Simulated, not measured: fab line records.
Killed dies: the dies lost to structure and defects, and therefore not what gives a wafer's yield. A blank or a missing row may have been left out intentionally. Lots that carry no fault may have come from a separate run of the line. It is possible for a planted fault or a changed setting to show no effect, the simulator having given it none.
fab line records | flow n5-finfet
record lots=12 wafers=34 last-day=18
route steps=1938 shown DUMMY_GATE@248 SD_EPI_N@275 SD_EPI_P@304 PASSIVATION@1936
lots that met no fault: taken from a fault-free run of the same line
start-h: hours from the record's first day to the start of the lot's first wafer shown | wait-h: hours elapsed since this lot's preceding step | " as in the row above | L1.1+2: a row that stands for several wafers | - no value present, or no start provided | * or withheld: withheld | < > ~ a bound
route shown NAME@n: a module of which the file shows steps, and the number in the route of the first | usual: the fault-free wafers' mean and standard deviation | same: alike in all rows | chamber/n: place in a boat | sites: readings site by site | _std_site: the standard deviation of these | _edge_site: inner sites' mean taken away from outer sites' mean | radius-mm: for every site, how far away it sits from the centre of the wafer | mask NAME#n: copy n | behind: the tool/chamber that last shaped the wafer | hold: why the lot was held/for how many hours/how that ended | device: names the non-switching transistor (n, p or np) | end of line: the tests these same wafers got at the end of their route | a step given without rows: its recipe and nothing more | killed: at the first sort, the dies lost to defects and structure; wafer yield is something else | map: per-die view of a wafer (x killed, . not killed, _ where there is no die)
set.NAME: the run value of the setting; set.NAME@STEP: its run value at that earlier step | model.NAME: the simulator's own value behind a step, which no gauge read
a sample of lots followed through the steps of the route, with each step as a table and each wafer as a row
services: a tool's chamber out of use, with start hour (start-h, from the record's first day; less than 0 if before it), hours out, and reason
## steps
# step N5_DUMMY_GATE_ETCH_44
# recipe chemistry=HBr/O2 over-etch-frac=0.7 target-depth-a=1275 stop-on=SiO2 ion-energy-ev=60 bias-w=20 target=poly-Si mask-material=SiO2 pressure-mtorr=20 icp-w=400 HBr_flow_sccm=120 O2_flow_sccm=10
# usual drypump-motor-current-A=5.7/0.36 oes-product-au=0.725/0.013 throttle-valve-pct=18.38/0.2
# columns lot.wafer tool chamber start-h wait-h drypump-motor-current-A oes-product-au rf-hours-counter-h throttle-valve-pct
L842.3 rie-si-01 0 52.98 0.0 5.8 0.720 106 18.27
L842.4 " 1 " " 6.0 0.745 57 18.23
L842.6 " 0 " " 5.8 0.726 - 18.27
L843.1 rie-si-02 2 62.32 0.0 6.3 0.731 10 18.49
L843.2 " 3 " " 6.4 0.738 158 18.39
L843.5 " 1 " " 5.3 0.736 - 18.19
L848.1 rie-si-02 3 92.29 0.0 6.4 0.739 159 18.39
L848.3 " 0 " " 5.2 0.727 34 18.58
L848.6 " 0 " " 5.3 0.718 - 18.58
L851.2 rie-si-01 0 107.85 0.0 5.8 0.747 106 18.28
L851.5 " 2 " " 5.7 0.732 - 18.34
L851.6 " 3 " " 5.7 0.717 - 18.53
L856.1 rie-si-02 3 142.34 0.0 6.5 0.750 159 18.40
L856.3 " 2 " " 6.4 0.734 11 18.50
L856.5 " 1 " " 5.4 0.739 - 18.20
L857.1 rie-si-01 0 143.02 0.0 5.8 0.736 107 18.28
L857.2 " 2 " " 5.7 0.711 172 18.35
L857.6 " 2 " " 5.7 0.701 - 18.36
L859.2 rie-si-02 3 156.85 0.0 6.4 0.729 160 18.41
L859.4 " 1 " " 5.3 0.742 52 18.21
L859.6 " 1 " " 5.3 0.727 - 18.19
L860.2 rie-si-01 1 162.97 0.0 6.1 0.735 58 18.23
L860.6 " 1 " " 6.1 0.757 - 18.21
L861.2 rie-si-06 1 171.05 0.0 5.7 0.709 5 18.73
L861.4 " 3 " " 5.5 0.706 78 18.45
L862.4 rie-si-01 3 176.32 0.0 5.7 0.707 142 18.51
L862.5 " 2 " " 5.7 0.710 - 18.36
L862.6 " 3 " " 5.7 0.707 - 18.52
L863.1 rie-si-01 1 181.10 0.0 6.1 0.746 58 18.22
L863.3 " 0 " " 5.8 0.728 108 18.27
L863.5 " 0 " " 5.8 0.729 - 18.27
L864.2 rie-si-06 2 185.40 0.0 5.0 0.724 116 18.58
L864.3 " 3 " " 5.4 0.720 78 18.46
L864.6 " 1 " " 5.7 0.711 - 18.71
# step N5_SD_EPI_N_ETCH_35
# recipe chemistry=N2/H2 target=SOC overetch-a=1080 mask-material=SiARC temp-c=40 ion-energy-ev=100 source-w=3000 bias-w=133 pressure-mtorr=20 time-s=486 n2-flow-sccm=200 h2-flow-sccm=200
# usual drypump-motor-current-A=5.7/0.44 oes-product-au=0.69/0.084 rf-vpp-V=240.3/1.1 showerhead-plenum-p-Torr=2.51/0.061 throttle-valve-pct=23.8/0.34
# columns lot.wafer tool chamber start-h wait-h drypump-motor-current-A oes-product-au rf-hours-counter-h rf-vpp-V showerhead-plenum-p-Torr throttle-valve-pct
L842.3 rie-diel-06 1 54.58 0.0 5.8 0.64 178 240.9 2.51 23.8
L842.4 " 2 " " 4.9 0.88 5 240.8 2.60 24.1
L842.6 " 2 " " 4.9 0.88 - 242.2 2.60 24.1
L843.1 rie-diel-01 1 63.77 0.0 6.3 0.63 213 240.0 2.49 23.7
L843.2 " 0 " " 4.8 0.64 186 241.2 2.52 24.0
L843.5 " 0 " " 4.8 0.64 - 241.1 2.52 24.0
L848.1 rie-diel-06 3 94.64 0.0 6.0 0.62 199 238.8 2.51 24.1
L848.3 " 2 " " 4.9 0.84 19 241.4 2.60 24.1
L848.6 " 0 " " 5.8 0.73 - 239.9 2.45 23.3
L851.2 rie-diel-06 3 109.41 0.0 6.0 0.62 205 239.8 2.51 24.1
L851.5 " 3 " " 6.0 0.62 - 241.8 2.51 24.1
L851.6 " 0 " " 5.7 0.71 - 240.0 2.45 23.3
L856.1 rie-diel-03 1 144.24 0.0 5.9 0.85 8 241.6 2.60 23.1
L856.3 " 0 " " 5.2 0.64 180 239.1 2.44 24.1
L856.5 " 1 " " 5.9 0.85 - 240.6 2.60 23.2
L857.1 rie-diel-03 2 146.60 0.0 5.8 0.63 247 239.5 2.40 24.0
L857.2 " 1 " " 5.9 0.84 9 241.0 2.60 23.2
L857.6 " 0 " " 5.2 0.65 - 239.1 2.44 24.1
L859.2 rie-diel-06 2 158.84 0.0 4.9 0.80 37 241.3 2.59 24.1
L859.4 " 1 " " 5.7 0.61 214 239.6 2.49 23.8
L859.6 " 3 " " 6.0 0.61 - 240.1 2.50 24.1
L860.2 rie-diel-06 3 164.65 0.0 6.0 0.61 227 239.4 2.50 24.2
L860.6 " 0 " " 5.7 0.70 - 240.4 2.44 23.3
L861.2 rie-diel-06 3 172.62 0.0 6.0 0.60 230 240.6 2.50 24.1
L861.4 " 0 " " 5.7 0.70 117 239.2 2.44 23.3
L862.4 rie-diel-03 3 178.26 0.2 5.8 0.70 - 239.3 2.57 24.1
L862.5 " 1 " " 5.9 0.81 - 241.7 2.59 23.2
L862.6 " 0 " " 5.2 0.64 - 239.6 2.43 24.1
L863.1 rie-diel-06 1 183.23 0.0 5.8 0.62 221 238.7 2.49 23.8
L863.3 " 0 " " 5.7 0.70 120 239.2 2.43 23.3
L863.5 " 3 " " 6.0 0.60 - 240.3 2.50 24.2
L864.2 rie-diel-03 1 189.75 0.0 5.8 0.81 27 241.3 2.59 23.2
L864.3 " 2 " " 5.8 0.88 1 244.1 2.71 23.8
L864.6 " 1 " " 5.8 0.80 - 240.6 2.59 23.2
# step N5_SD_EPI_N_EPI_21
# recipe material=Si:P dopant=P temp-c=680 pressure-torr=255 time-s=690
# columns lot.wafer tool chamber start-h wait-h
L842.3+4+6 epi-rpcvd-01 0 56.72 0.7
L843.1+2+5 epi-rpcvd-01 0 65.56 0.2
L848.1+3+6 epi-rpcvd-01 0 96.40 0.2
L851.2+5+6 epi-rpcvd-02 0 111.55 0.5
L856.1+3+5 epi-rpcvd-04 0 145.82 0.1
L857.1+2+6 epi-rpcvd-02 0 148.36 0.2
L859.2+4+6 epi-rpcvd-02 0 161.00 0.5
L860.2+6 epi-rpcvd-04 0 166.51 0.4
L861.2+4 epi-rpcvd-04 0 174.72 0.4
L862.4+5+6 epi-rpcvd-04 0 180.54 0.9
L863.1+3+5 epi-rpcvd-01 0 184.83 0.1
L864.2+3+6 epi-rpcvd-04 0 191.61 0.4
# step N5_SD_EPI_N_EPI_MEAS_23
# recipe mode=xrd
# usual thk-nm=59.5/1.2
# columns lot.wafer tool chamber start-h wait-h thk-nm
L842.3 film-metro-02 - 57.88 0.9 60.0
L842.4 " - " " 59.2
L842.6 " - " " 59.8
L843.1 film-metro-02 - 67.83 1.9 58.7
L843.2 " - " " 59.0
L843.5 " - " " 59.7
L848.1 film-metro-02 - 98.68 1.9 60.0
L848.3 " - " " 64.1
L848.6 " - " " 60.0
L851.2 film-metro-02 - 113.45 1.5 58.9
L851.5 " - " " 60.5
L851.6 " - " " 59.3
L856.1 film-metro-01 - 147.53 1.4 61.5
L856.3 " - " " 60.4
L856.5 " - " " 59.6
L857.1 film-metro-01 - 150.64 1.9 59.4
L857.2 " - " " 57.4
L857.6 " - " " 58.1
L859.2 film-metro-01 - 162.91 1.5 59.0
L859.4 " - " " 59.6
L859.6 " - " " 58.5
L860.2 film-metro-01 - 167.95 1.2 60.8
L860.6 " - " " 60.3
L861.2 film-metro-02 - 176.17 1.2 59.3
L861.4 " - " " 61.0
L862.4 film-metro-01 - 181.43 0.6 59.6
L862.5 " - " " 62.1
L862.6 " - " " 60.9
L863.1 film-metro-02 - 186.55 1.4 57.4
L863.3 " - " " 59.4
L863.5 " - " " 58.0
L864.2 film-metro-02 - 193.05 1.2 60.7
L864.3 " - " " 59.8
L864.6 " - " " 59.5
# step N5_SD_EPI_P_OVL_MEAS_10
# recipe points-per-wafer=44
# usual SD_P_BLK_OVL=-0.4/0.69
# columns lot.wafer tool chamber start-h wait-h SD_P_BLK_OVL[nm]
L842.3 overlay-02 0 58.86 0.0 -1.5
L842.4 " 0 " " 0.5
L842.6 " 0 " " 0.2
L843.1 overlay-01 0 69.25 0.0 -1.1
L843.2 " 0 " " 0.2
L843.5 " 0 " " -1.1
L848.1 overlay-01 0 99.94 0.0 0.6
L848.3 " 0 " " -0.2
L848.6 " 0 " " -0.5
L851.2 overlay-01 0 114.32 0.0 0.0
L851.5 " 0 " " 0.0
L851.6 " 0 " " 0.1
L856.1 overlay-02 0 148.70 0.0 -1.2
L856.3 " 0 " " -0.2
L856.5 " 0 " " 0.1
L857.1 overlay-01 0 151.98 0.0 0.5
L857.2 " 0 " " 0.6
L857.6 " 0 " " 1.9
L859.2 overlay-01 0 163.89 0.0 -0.3
L859.4 " 0 " " -0.4
L859.6 " 0 " " -0.1
L860.2 overlay-01 0 169.05 0.0 -0.3
L860.6 " 0 " " -0.9
L861.2 overlay-02 0 177.09 0.0 0.1
L861.4 " 0 " " -0.2
L862.4 overlay-02 0 182.45 0.0 -0.3
L862.5 " 0 " " -1.0
L862.6 " 0 " " 0.7
L863.1 overlay-02 0 188.41 0.0 -0.4
L863.3 " 0 " " -0.1
L863.5 " 0 " " 0.0
L864.2 overlay-02 0 194.12 0.0 0.4
L864.3 " 0 " " -0.3
L864.6 " 0 " " -0.4
# step N5_PASSIVATION_PROBE_49
# usual killed_at_M0_to_M3=35/11 killed_at_M4_up=14/5.4 killed-at-contacts=13/6 killed-at-front-end=38/11 killed-at-other=3.4/2.6 killed-dies=104/19 killed-open=68/13 killed-short=34/8.5
# same gross-dies=1180 killed-at-back-side=0
# columns lot.wafer tool chamber start-h wait-h killed_at_M0_to_M3 killed_at_M4_up killed-at-contacts killed-at-front-end killed-at-other killed-dies killed-open killed-short
L843.1 prober-01 - 319.38 0.0 35 24 14 31 2 106 63 42
L843.2 prober-01 - 319.43 0.1 43 17 19 27 3 109 68 37
L843.5 prober-01 - 319.58 0.2 27 13 17 39 1 97 65 31
L856.1 prober-02 - 389.38 0.0 34 14 17 45 10 120 80 40
L856.3 prober-02 - 389.48 0.1 42 13 5 56 5 121 90 31
L856.5 prober-02 - 389.58 0.2 24 20 26 42 4 116 80 32
L857.1 prober-01 - 396.43 0.0 40 13 21 67 2 143 89 51
L857.2 prober-01 - 396.48 0.1 44 17 4 51 1 117 81 35
L857.6 prober-01 - 396.68 0.3 36 23 24 56 1 140 100 38
L859.2 prober-02 - 408.33 0.1 37 17 16 23 3 96 72 24
L859.4 prober-02 - 408.43 0.2 67 19 24 30 2 142 97 43
L859.6 prober-02 - 408.53 0.3 35 5 10 28 3 81 63 18
L861.2 prober-01 - 409.02 0.1 31 22 20 67 0 140 94 43
L861.4 prober-01 - 409.12 0.2 37 15 16 39 1 108 69 37
L860.2 prober-01 - 414.94 0.1 34 25 10 62 4 135 88 39
L860.6 prober-01 - 415.14 0.3 34 22 12 42 5 115 80 35
L864.2 prober-02 - 436.02 0.1 33 13 19 43 2 110 77 33
L864.3 prober-02 - 436.07 0.1 35 5 16 24 1 81 59 22
L864.6 prober-02 - 436.22 0.3 24 15 20 30 5 94 58 34
L863.1 prober-01 - 436.53 0.0 23 20 3 50 3 99 71 27
L863.3 prober-01 - 436.63 0.1 36 19 12 33 0 100 73 26
L863.5 prober-01 - 436.73 0.2 18 11 10 52 0 91 64 27
# killed by level:class
L843.1 BEOL_M5:geometric-particle:open=11 MOL_CONTACT_COAG:geometric-particle:open=10 STI_FIN_REVEAL:geometric-particle:open=7 BEOL_M0_SAQP:geometric-particle:short=7 BEOL_M0_SAQP:geometric-particle:open=7 BEOL_M3:geometric-particle:open=7 STARTING-WAFER:geometric-particle:short=6 BEOL_M3:geometric-particle:short=5
L843.2 MOL_CONTACT_COAG:geometric-particle:open=13 BEOL_M3:geometric-particle:open=12 BEOL_M0_SAQP:geometric-particle:open=8 BEOL_M0_SAQP:geometric-particle:short=7 BEOL_M2:geometric-particle:open=7 FIN_SAQP:geometric-particle:short=6 FIN_SAQP:geometric-particle:open=6 GATE_CUT:geometric-particle:short=6
L843.5 STI_FIN_REVEAL:geometric-particle:open=12 MOL_CONTACT_COAG:geometric-particle:open=12 BEOL_M1:geometric-particle:open=10 FIN_SAQP:geometric-particle:short=5 MOL_CONTACT_COAG:geometric-particle:short=5 BEOL_M0_SAQP:geometric-particle:short=4 BEOL_M1:geometric-particle:short=4 STARTING-WAFER:geometric-particle:open=4
L856.1 MOL_CONTACT_COAG:geometric-particle:open=15 FIN_SAQP:geometric-particle:open=14 BEOL_M2:geometric-particle:open=10 BEOL_M4:geometric-particle:open=7 STI_FIN_REVEAL:geometric-particle:open=6 BEOL_M1:geometric-particle:open=6 FIN_SAQP:geometric-particle:short=5 STARTING-WAFER:geometric-particle:short=5
L856.3 STI_FIN_REVEAL:geometric-particle:open=19 BEOL_M2:geometric-particle:open=12 GATE_CUT:geometric-particle:short=9 BEOL_M0_SAQP:geometric-particle:open=7 BEOL_M0:geometric-particle:open=6 BEOL_M0_SAQP:geometric-particle:short=5 BEOL_M4:geometric-particle:open=5 STARTING-WAFER:geometric-particle:open=5
L856.5 MOL_CONTACT_COAG:geometric-particle:open=21 BEOL_M4:geometric-particle:open=11 STI_FIN_REVEAL:geometric-particle:open=9 BEOL_M2:geometric-particle:open=9 FIN_SAQP:geometric-particle:short=6 DUMMY_GATE:geometric-particle:open=6 GATE_CUT:geometric-particle:short=5 MOL_CONTACT_COAG:geometric-particle:short=5
L857.1 FIN_SAQP:geometric-particle:open=19 BEOL_M0_SAQP:geometric-particle:open=15 FIN_SAQP:geometric-particle:short=14 MOL_CONTACT_COAG:geometric-particle:open=13 GATE_CUT:geometric-particle:short=9 MOL_CONTACT_COAG:geometric-particle:short=8 BEOL_M4:geometric-particle:open=7 BEOL_M3:geometric-particle:open=7
L857.2 FIN_SAQP:geometric-particle:open=18 BEOL_M2:geometric-particle:open=15 STI_FIN_REVEAL:geometric-particle:open=9 FIN_SAQP:geometric-particle:short=7 BEOL_M0_SAQP:geometric-particle:open=7 BEOL_M0_SAQP:geometric-particle:short=6 BEOL_M4:geometric-particle:open=5 BEOL_M0:geometric-particle:short=5
L857.6 MOL_CONTACT_COAG:geometric-particle:open=20 FIN_SAQP:geometric-particle:open=19 BEOL_M4:geometric-particle:open=17 FIN_SAQP:geometric-particle:short=12 BEOL_M0_SAQP:geometric-particle:short=9 BEOL_M0_SAQP:geometric-particle:open=9 GATE_CUT:geometric-particle:open=8 BEOL_M1:geometric-particle:open=8
L859.2 BEOL_M2:geometric-particle:open=17 MOL_CONTACT_COAG:geometric-particle:open=12 FIN_SAQP:geometric-particle:open=8 BEOL_M4:geometric-particle:open=7 FIN_SAQP:geometric-particle:short=4 DUMMY_GATE:geometric-particle:open=4 MOL_CONTACT_COAG:geometric-particle:short=4 BEOL_M0_SAQP:geometric-particle:short=4
L859.4 MOL_CONTACT_COAG:geometric-particle:open=18 BEOL_M2:geometric-particle:open=18 BEOL_M0_SAQP:geometric-particle:short=18 STI_FIN_REVEAL:geometric-particle:open=11 BEOL_M0_SAQP:geometric-particle:open=10 BEOL_M1:geometric-particle:open=10 BEOL_M4:geometric-particle:open=10 MOL_CONTACT_COAG:geometric-particle:short=6
L859.6 BEOL_M2:geometric-particle:open=20 FIN_SAQP:geometric-particle:open=8 MOL_CONTACT_COAG:geometric-particle:open=8 BEOL_M0_SAQP:geometric-particle:open=7 FIN_SAQP:geometric-particle:short=6 STI_FIN_REVEAL:geometric-particle:open=5 BEOL_M3:geometric-particle:open=4 BEOL_M0:geometric-particle:open=3
L861.2 STI_FIN_REVEAL:geometric-particle:open=20 MOL_CONTACT_COAG:geometric-particle:open=16 FIN_SAQP:geometric-particle:short=14 BEOL_M4:geometric-particle:open=14 BEOL_M3:geometric-particle:open=9 FIN_SAQP:geometric-particle:open=8 STI_FIN_REVEAL:geometric-particle:short=5 BEOL_M0_SAQP:geometric-particle:short=5
L861.4 MOL_CONTACT_COAG:geometric-particle:open=15 BEOL_M3:geometric-particle:open=13 BEOL_M0_SAQP:geometric-particle:open=9 BEOL_M0_SAQP:geometric-particle:short=9 FIN_SAQP:geometric-particle:short=8 STI_FIN_REVEAL:geometric-particle:open=6 FIN_SAQP:geometric-particle:open=6 STI_FIN_REVEAL:geometric-particle:short=4
L860.2 FIN_SAQP:geometric-particle:open=16 FIN_SAQP:geometric-particle:short=12 MOL_CONTACT_COAG:geometric-particle:open=10 BEOL_M0_SAQP:geometric-particle:open=10 BEOL_M0_SAQP:geometric-particle:short=9 BEOL_M4:geometric-particle:open=9 HKMG_FIN:area-etch=8 STI_FIN_REVEAL:geometric-particle:open=7
L860.6 MOL_CONTACT_COAG:geometric-particle:open=12 BEOL_M4:geometric-particle:open=11 FIN_SAQP:geometric-particle:short=10 FIN_SAQP:geometric-particle:open=7 STI_FIN_REVEAL:geometric-particle:open=7 BEOL_M0_SAQP:geometric-particle:open=7 BEOL_M0_SAQP:geometric-particle:short=6 BEOL_M1:geometric-particle:open=6
L864.2 MOL_CONTACT_COAG:geometric-particle:open=16 BEOL_M2:geometric-particle:open=12 GATE_CUT:geometric-particle:open=6 BEOL_M1:geometric-particle:open=6 FIN_SAQP:geometric-particle:open=5 BEOL_M4:geometric-particle:open=5 STARTING-WAFER:geometric-particle:open=5 BEOL_M0_SAQP:geometric-particle:short=5
L864.3 MOL_CONTACT_COAG:geometric-particle:open=12 BEOL_M2:geometric-particle:open=11 BEOL_M1:geometric-particle:open=8 MOL_CONTACT_COAG:geometric-particle:short=4 BEOL_M0_SAQP:geometric-particle:open=4 BEOL_M0_SAQP:geometric-particle:short=4 BEOL_M3:geometric-particle:open=4 STARTING-WAFER:geometric-particle:short=4
L864.6 MOL_CONTACT_COAG:geometric-particle:open=14 STI_FIN_REVEAL:geometric-particle:open=6 BEOL_M4:geometric-particle:open=6 MOL_CONTACT_COAG:geometric-particle:short=6 BEOL_M0_SAQP:geometric-particle:open=5 BEOL_M0_SAQP:geometric-particle:short=4 BEOL_M2:geometric-particle:open=4 BEOL_M5:geometric-particle:open=4
L863.1 STI_FIN_REVEAL:geometric-particle:open=19 BEOL_M4:geometric-particle:open=10 FIN_SAQP:geometric-particle:open=8 BEOL_M1:geometric-particle:open=8 FIN_SAQP:geometric-particle:short=5 GATE_CUT:geometric-particle:short=5 BEOL_M0:geometric-particle:open=5 STARTING-WAFER:geometric-particle:short=4
L863.3 BEOL_M3:geometric-particle:open=12 MOL_CONTACT_COAG:geometric-particle:open=11 BEOL_M4:geometric-particle:open=9 STI_FIN_REVEAL:geometric-particle:open=7 BEOL_M2:geometric-particle:open=7 GATE_CUT:geometric-particle:short=5 BEOL_M0_SAQP:geometric-particle:short=5 BEOL_M0_SAQP:geometric-particle:open=5
L863.5 STI_FIN_REVEAL:geometric-particle:open=13 FIN_SAQP:geometric-particle:open=9 FIN_SAQP:geometric-particle:short=8 BEOL_M1:geometric-particle:open=8 BEOL_M4:geometric-particle:open=8 MOL_CONTACT_COAG:geometric-particle:open=6 BEOL_M3:geometric-particle:open=5 GATE_CUT:geometric-particle:open=4
## services
# columns tool chamber start-h hours kind
epi-rpcvd-01 - 30.70 1.6 repair
rie-diel-01 - 36.51 0.7 repair
rie-si-02 0 45.54 1.7 repair
rie-diel-01 2 75.48 - clean
rie-diel-01 2 75.48 - consumable-replace:focus-ring
rie-diel-06 0 76.12 3.5 repair
rie-si-01 2 92.28 4.2 repair
rie-si-01 0 99.71 3.0 repair
rie-diel-03 1 104.01 - clean
rie-diel-03 1 104.01 - consumable-replace:focus-ring
rie-diel-03 1 104.01 17.7 scheduled-down
rie-diel-03 1 104.01 17.7 vent-cycle
rie-si-06 - 116.06 28.1 pm
rie-si-01 1 119.62 22.1 repair
rie-si-01 2 121.47 5.6 repair
rie-diel-06 2 127.22 13.3 repair
rie-diel-01 3 129.40 7.0 repair
rie-diel-06 1 153.08 4.2 repair
rie-diel-03 2 157.10 - clean
rie-diel-03 2 157.10 - consumable-replace:esc
rie-diel-03 2 157.10 - consumable-replace:focus-ring
rie-diel-03 2 157.10 - consumable-replace:showerhead
rie-diel-03 2 157.10 28.5 scheduled-down
rie-diel-03 2 157.10 28.5 vent-cycle
## key
first-sign step=N5_SD_EPI_N_EPI_MEAS_23 reading=thk-nm direction=up sigmas=3.7 usual=* struck=*
effect none on later readings
met-at N5_SD_EPI_N_EPI_21
struck-lots L848
struck-wafers L848.3
tester-left-out L848
not-acting-at N5_DUMMY_GATE_ETCH_44,N5_SD_EPI_N_ETCH_35,N5_SD_EPI_P_OVL_MEAS_10
onset-between 65.56 96.40
fault kind=process-parameter-drift tool=epi-rpcvd-01 chamber=- onset-h=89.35 steps=N5_SD_EPI_N_EPI_21 channel=time-s offset=* shape=step end-h=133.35 scope=struck-wafers-only acts-in=* stated=*
# tester-left-out: of these lots the tester's yield and bins aren't shown, on N5 and GAA mostly nor the transistor test; their killed dies are dies lost to structure and defects alone, not to doping, threshold or leakage, so they don't give the yield
